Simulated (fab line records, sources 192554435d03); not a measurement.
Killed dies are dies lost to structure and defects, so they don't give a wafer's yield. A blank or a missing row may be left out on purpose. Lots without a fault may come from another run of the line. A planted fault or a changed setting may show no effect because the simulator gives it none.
Which tool did it? | flow n5_finfet | 24 lots, 72 wafers sampled, at 5 steps of a route of 1938

WHAT THE GAUGES READ, wafer by wafer
N5_BEOL_M5_CD_MEAS_28: target cd 30.6 nm, target cd y 20 nm.
lot  | measured     | on        | cd_nm (nm)
L074 | day 7 17:58  | cd_sem-03 | 30.4 30.2 29.9
L076 | day 8 10:02  | cd_sem-02 | 30.9 30.9 30.2
L075 | day 8 11:35  | cd_sem-01 | 30.6 30.2 30.2
L077 | day 8 19:19  | cd_sem-01 | 30.3 30.0 30.5
L078 | day 9 01:34  | cd_sem-01 | 31.0 30.5 30.7
L079 | day 9 07:30  | cd_sem-01 | 30.3 30.3 30.6
L080 | day 9 13:55  | cd_sem-01 | 30.7 31.0 31.2
L081 | day 9 14:37  | cd_sem-03 | 30.5 30.6 30.6
L082 | day 9 20:19  | cd_sem-01 | 30.8 30.4 30.9
L083 | day 10 04:29 | cd_sem-03 | 30.3 30.1 30.1
L084 | day 10 12:37 | cd_sem-02 | 30.4 30.7 31.0
L085 | day 10 17:54 | cd_sem-03 | 30.9 31.0 30.3
L086 | day 11 00:41 | cd_sem-03 | 29.7 30.6 30.0
L087 | day 11 09:05 | cd_sem-01 | 30.3 30.5 30.3
L088 | day 11 15:55 | cd_sem-03 | 30.2 30.2 30.8
L089 | day 11 16:07 | cd_sem-03 | 30.2 30.9 29.9
L090 | day 11 22:35 | cd_sem-01 | 30.3 30.4 30.1
L091 | day 12 00:52 | cd_sem-01 | 30.0 30.2 29.6
L092 | day 12 09:17 | cd_sem-02 | 30.6 31.2 31.2
L093 | day 12 17:40 | cd_sem-03 | 31.0 30.4 30.9
L094 | day 13 02:34 | cd_sem-02 | 31.0 30.4 30.3
L095 | day 13 10:53 | cd_sem-03 | 30.7 30.1 30.4
L097 | day 13 17:50 | cd_sem-02 | 30.8 30.7 30.8
L096 | day 13 19:13 | cd_sem-02 | 30.5 30.6 30.7

N5_BEOL_M5_INSPECT_30: inspects for defects (brightfield).
lot  | measured     | on                | raw_defect_count
L074 | day 7 18:04  | defect_inspect-01 | 309 318 383
L076 | day 8 10:07  | defect_inspect-01 | 409 392 437
L075 | day 8 11:40  | defect_inspect-01 | 332 358 487
L077 | day 8 19:24  | defect_inspect-02 | 450 338 281
L078 | day 9 01:40  | defect_inspect-01 | 457 553 434
L079 | day 9 07:35  | defect_inspect-02 | 262 327 328
L080 | day 9 13:59  | defect_inspect-01 | 435 502 560
L081 | day 9 14:42  | defect_inspect-01 | 391 368 436
L082 | day 9 20:23  | defect_inspect-02 | 356 360 261
L083 | day 10 04:34 | defect_inspect-02 | 374 351 289
L084 | day 10 12:42 | defect_inspect-01 | 374 321 296
L085 | day 10 17:59 | defect_inspect-01 | 256 210 261
L086 | day 11 00:47 | defect_inspect-01 | 342 337 395
L087 | day 11 09:11 | defect_inspect-02 | 309 397 393
L088 | day 11 16:01 | defect_inspect-01 | 359 354 376
L089 | day 11 16:13 | defect_inspect-01 | 412 432 338
L090 | day 11 22:41 | defect_inspect-02 | 431 464 512
L091 | day 12 00:57 | defect_inspect-01 | 492 402 504
L092 | day 12 09:23 | defect_inspect-01 | 335 403 465
L093 | day 12 17:46 | defect_inspect-02 | 433 557 500
L094 | day 13 02:40 | defect_inspect-01 | 366 335 569
L095 | day 13 10:59 | defect_inspect-01 | 287 303 246
L097 | day 13 17:55 | defect_inspect-02 | 267 380 232
L096 | day 13 19:19 | defect_inspect-02 | 269 285 297

WHICH TOOL RAN EACH LOT (tool, then ch and the chambers of the sampled wafers, then the start)
lot  | N5_BEOL_M4_ANNEAL_91         | N5_BEOL_M4_DEP_57               | N5_BEOL_M5_HM_OPEN_17
L074 | pvd_sputter-01, day 7 10:47  | pecvd-02 ch 0,1, day 7 12:20    | rie_metal-01 ch 0,1, day 7 17:05
L076 | pvd_sputter-02, day 8 03:30  | pecvd-03 ch 1,2, day 8 05:07    | rie_metal-03 ch 0,1, day 8 09:32
L075 | pvd_sputter-01, day 8 06:04  | pecvd-04 ch 0,1,2, day 8 07:47  | rie_metal-01 ch 0,1, day 8 11:05
L077 | pvd_sputter-03, day 8 11:23  | pecvd-03 ch 0,1, day 8 13:05    | rie_metal-01 ch 0,1, day 8 17:17
L078 | pvd_sputter-01, day 8 20:40  | pecvd-04 ch 0,1,2, day 8 22:14  | rie_metal-03 ch 0,1, day 9 00:53
L079 | pvd_sputter-03, day 9 02:06  | pecvd-02 ch 0,1,2, day 9 03:50  | rie_metal-02 ch 0,1, day 9 06:58
L080 | pvd_sputter-01, day 9 07:22  | pecvd-02 ch 0,1, day 9 08:55    | rie_metal-02 ch 0,1, day 9 12:19
L081 | pvd_sputter-02, day 9 08:53  | pecvd-02 ch 0,1, day 9 10:40    | rie_metal-03 ch 0,1, day 9 13:46
L082 | pvd_sputter-01, day 9 15:07  | pecvd-04 ch 1,2, day 9 17:01    | rie_metal-03 ch 0,1, day 9 19:38
L083 | pvd_sputter-03, day 9 22:23  | pecvd-02 ch 1,2, day 9 23:58    | rie_metal-01 ch 0,1, day 10 03:54
L084 | pvd_sputter-01, day 10 06:29 | pecvd-04 ch 0,2, day 10 08:05   | rie_metal-01 ch 0,1, day 10 12:05
L085 | pvd_sputter-02, day 10 10:03 | pecvd-03 ch 0,2, day 10 11:37   | rie_metal-01 ch 0,1, day 10 15:35
L086 | pvd_sputter-01, day 10 17:14 | pecvd-02 ch 1,2, day 10 19:06   | rie_metal-02 ch 1, day 10 22:48
L087 | pvd_sputter-02, day 11 02:41 | pecvd-02 ch 1, day 11 04:16     | rie_metal-01 ch 0,1, day 11 08:34
L088 | pvd_sputter-01, day 11 09:37 | pecvd-02 ch 0,1, day 11 11:17   | rie_metal-03 ch 0,1, day 11 15:18
L089 | pvd_sputter-03, day 11 09:47 | pecvd-03 ch 0,2, day 11 11:20   | rie_metal-02 ch 0,1, day 11 15:31
L090 | pvd_sputter-02, day 11 17:11 | pecvd-04 ch 0,1,2, day 11 18:47 | rie_metal-01 ch 0,1, day 11 22:06
L091 | pvd_sputter-01, day 11 18:13 | pecvd-02 ch 0,1, day 11 19:47   | rie_metal-02 ch 0,1, day 11 23:24
L092 | pvd_sputter-01, day 12 01:05 | pecvd-02 ch 1,2, day 12 02:40   | rie_metal-02 ch 0,1, day 12 06:26
L093 | pvd_sputter-03, day 12 12:28 | pecvd-02 ch 0,1, day 12 14:01   | rie_metal-01 ch 0,1, day 12 17:09
L094 | pvd_sputter-02, day 12 19:46 | pecvd-04 ch 0,2, day 12 21:20   | rie_metal-03 ch 1, day 13 01:41
L095 | pvd_sputter-03, day 13 05:40 | pecvd-03 ch 1,2, day 13 07:14   | rie_metal-03 ch 0,1, day 13 09:58
L097 | pvd_sputter-01, day 13 11:02 | pecvd-03 ch 1,2, day 13 12:38   | rie_metal-02 ch 1, day 13 17:09
L096 | pvd_sputter-01, day 13 14:14 | pecvd-03 ch 1,2, day 13 15:47   | rie_metal-03 ch 1, day 13 18:33
- N5_BEOL_M4_ANNEAL_91: time 240 s.
- N5_BEOL_M4_DEP_57: deposits SiCN from 3MS/NH3, target thk 8 nm, time 14 s.
- N5_BEOL_M5_HM_OPEN_17: chemistry Cl2/BCl3, target TiN, target depth 20 nm, overetch 6 nm.

WHAT THE TOOLS THEMSELVES READ (means of the sampled wafers that have a number; where no wafer has one, the mark that the record gives instead)
N5_BEOL_M4_ANNEAL_91.
lot  | tool           | heater_power_w (W)
L074 | pvd_sputter-01 | 800
L076 | pvd_sputter-02 | 708
L075 | pvd_sputter-01 | 805
L077 | pvd_sputter-03 | 803
L078 | pvd_sputter-01 | 765
L079 | pvd_sputter-03 | 855
L080 | pvd_sputter-01 | 836
L081 | pvd_sputter-02 | 771
L082 | pvd_sputter-01 | 738
L083 | pvd_sputter-03 | 741
L084 | pvd_sputter-01 | 838
L085 | pvd_sputter-02 | 761
L086 | pvd_sputter-01 | 783
L087 | pvd_sputter-02 | 766
L088 | pvd_sputter-01 | 839
L089 | pvd_sputter-03 | 905
L090 | pvd_sputter-02 | 722
L091 | pvd_sputter-01 | 826
L092 | pvd_sputter-01 | 735
L093 | pvd_sputter-03 | 823
L094 | pvd_sputter-02 | 770
L095 | pvd_sputter-03 | 927
L097 | pvd_sputter-01 | 840
L096 | pvd_sputter-01 | 836

N5_BEOL_M4_DEP_57.
lot  | tool     | rf_fwd_power_W (W) | showerhead_plenum_p_Torr (Torr) | throttle_valve_pct (%)
L074 | pecvd-02 | 200.2              | 3.668                           | 9.4
L076 | pecvd-03 | 198.9              | 3.664                           | 9.0
L075 | pecvd-04 | 199.1              | 3.653                           | 9.5
L077 | pecvd-03 | 198.9              | 3.664                           | 9.2
L078 | pecvd-04 | 199.6              | 3.654                           | 9.4
L079 | pecvd-02 | 199.8              | 3.664                           | 9.5
L080 | pecvd-02 | 199.6              | 3.659                           | 9.8
L081 | pecvd-02 | 200.2              | 3.662                           | 9.5
L082 | pecvd-04 | 199.4              | 3.652                           | 9.5
L083 | pecvd-02 | 199.9              | 3.657                           | 9.1
L084 | pecvd-04 | 199.1              | 3.652                           | 9.3
L085 | pecvd-03 | 200.4              | 3.671                           | 8.7
L086 | pecvd-02 | 200.3              | 3.659                           | 9.0
L087 | pecvd-02 | 200.1              | 3.662                           | 9.2
L088 | pecvd-02 | 200.0              | 3.662                           | 9.4
L089 | pecvd-03 | 200.7              | 3.679                           | 8.9
L090 | pecvd-04 | 199.7              | 3.658                           | 9.4
L091 | pecvd-02 | 199.9              | 3.665                           | 9.4
L092 | pecvd-02 | 199.7              | 3.662                           | 9.2
L093 | pecvd-02 | 200.5              | 3.666                           | 9.6
L094 | pecvd-04 | 199.1              | 3.655                           | 9.1
L095 | pecvd-03 | 200.2              | 3.663                           | 9.2
L097 | pecvd-03 | 199.8              | 3.664                           | 9.1
L096 | pecvd-03 | 199.9              | 3.670                           | 9.1

N5_BEOL_M5_HM_OPEN_17.
lot  | tool         | bcl3_flow_sccm (sccm) | drypump_motor_current_A (A) | oes_product_au (a.u.) | rf_fwd_power_W (W) | throttle_valve_pct (%)
L074 | rie_metal-01 | 21.76                 | 5.5                         | 0.61                  | 994                | 22.26
L076 | rie_metal-03 | 21.70                 | 6.1                         | 0.68                  | 994                | 22.28
L075 | rie_metal-01 | 21.72                 | 5.5                         | 0.61                  | 991                | 22.27
L077 | rie_metal-01 | 21.67                 | 5.5                         | 0.61                  | 997                | 22.27
L078 | rie_metal-03 | 21.77                 | 6.1                         | 0.67                  | 995                | 22.29
L079 | rie_metal-02 | 21.75                 | 6.1                         | 0.71                  | 996                | 22.40
L080 | rie_metal-02 | 21.72                 | 6.1                         | 0.72                  | 993                | 22.39
L081 | rie_metal-03 | 21.75                 | 6.1                         | 0.67                  | 993                | 22.27
L082 | rie_metal-03 | 21.76                 | 5.7                         | 0.68                  | 993                | 22.21
L083 | rie_metal-01 | 21.77                 | 5.5                         | 0.60                  | 996                | 22.28
L084 | rie_metal-01 | 21.75                 | 5.4                         | 0.65                  | 991                | 22.28
L085 | rie_metal-01 | 21.71                 | 5.5                         | 0.60                  | 992                | 22.28
L086 | rie_metal-02 | 21.81                 | 6.4                         | 0.76                  | 993                | 22.49
L087 | rie_metal-01 | 21.74                 | 5.5                         | 0.59                  | 995                | 22.31
L088 | rie_metal-03 | 21.78                 | 6.1                         | 0.66                  | 997                | 22.29
L089 | rie_metal-02 | 21.84                 | 6.2                         | 0.68                  | 989                | 22.42
L090 | rie_metal-01 | 21.74                 | 5.4                         | 0.63                  | 994                | 22.30
L091 | rie_metal-02 | 21.81                 | 5.8                         | 0.60                  | 993                | 22.35
L092 | rie_metal-02 | 21.67                 | 6.1                         | 0.67                  | 989                | 22.43
L093 | rie_metal-01 | 21.77                 | 5.4                         | 0.64                  | 990                | 22.29
L094 | rie_metal-03 | 21.78                 | 6.6                         | 0.67                  | 998                | 22.34
L095 | rie_metal-03 | 21.76                 | 5.7                         | 0.66                  | 990                | 22.23
L097 | rie_metal-02 | 21.70                 | 6.4                         | 0.73                  | 991                | 22.50
L096 | rie_metal-03 | 21.76                 | 6.6                         | 0.64                  | 996                | 22.37

THE ANSWER, worked out from the rows above alone
Rule: what is usual is taken from the lots themselves. Put in order of their means at a reading, lots are off if they are a third of the lots or fewer, leave a main group of 4 or more, and stand apart from it by a gap of 3 or more times the standard deviation of the main group's means; of several such gaps the widest counts. A main group whose means are all the same, to the digits that the tables above print for the reading, isn't used. A lot without any number at a reading at which 4 lots or more have one is off too. The other lots that the step has rows for count as sound. The gauges are gone through in route order, then the tools' own readings, and for those a lot's mean is taken as printed above. The first step at which some lot is off is used, and at that step the reading that is off furthest; a lot without a number counts as furthest.
No lot is off at any reading shown: from this, nothing can be told.

WHAT THE SIMULATOR HAD PUT IN
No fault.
